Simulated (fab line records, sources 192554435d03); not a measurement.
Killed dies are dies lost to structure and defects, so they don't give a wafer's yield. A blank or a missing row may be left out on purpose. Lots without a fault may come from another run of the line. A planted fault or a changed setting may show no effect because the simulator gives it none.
Chamber matching | flow n5_finfet | N5_FIN_CUT_STRIP_22 on rie_diel-04: 3 sister chambers
The step strips in N2/H2. 3 wafers are shown with their chamber, then 6 later ones without.

WAFERS WITH THEIR CHAMBER
wafer  | chamber | showerhead_plenum_p_Torr (Torr)
L091.1 | 1       | 3.46
L091.4 | 3       | 3.16
L093.2 | 0       | 3.44

WAFERS WITHOUT THEIR CHAMBER
wafer  | showerhead_plenum_p_Torr (Torr)
L093.5 | 3.46
L095.1 | 3.56
L095.4 | 3.44
L096.2 | 3.56
L096.3 | 3.46
L096.4 | 3.44

WHICH CHAMBER EACH WENT THROUGH
wafer  | from the rows above     | in truth
L093.5 | can't be placed: 1 or 0 | 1
L095.1 | can't be placed: 1 or 0 | 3
L095.4 | can't be placed: 0 or 1 | 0
L096.2 | can't be placed: 1 or 0 | 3
L096.3 | can't be placed: 1 or 0 | 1
L096.4 | can't be placed: 0 or 1 | 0
Placed correctly: 0 of 6. Can't be placed from these rows: 6 (the true chamber is among the candidates in 4). Placed wrongly: 0.
How it was worked out, from the rows above alone: a wafer's distance from a chamber is the root of the sum, over the readings, of the square of ((its reading less the chamber's mean) divided by the reading's scatter). The wafer belongs to the nearest chamber; if the next one is less than 2 further off, it can't be placed. A chamber's mean is the mean of its shown wafers. The scatter: with one shown wafer a chamber, the root of the mean of the squares of how far each hidden wafer lies from its nearest shown one.
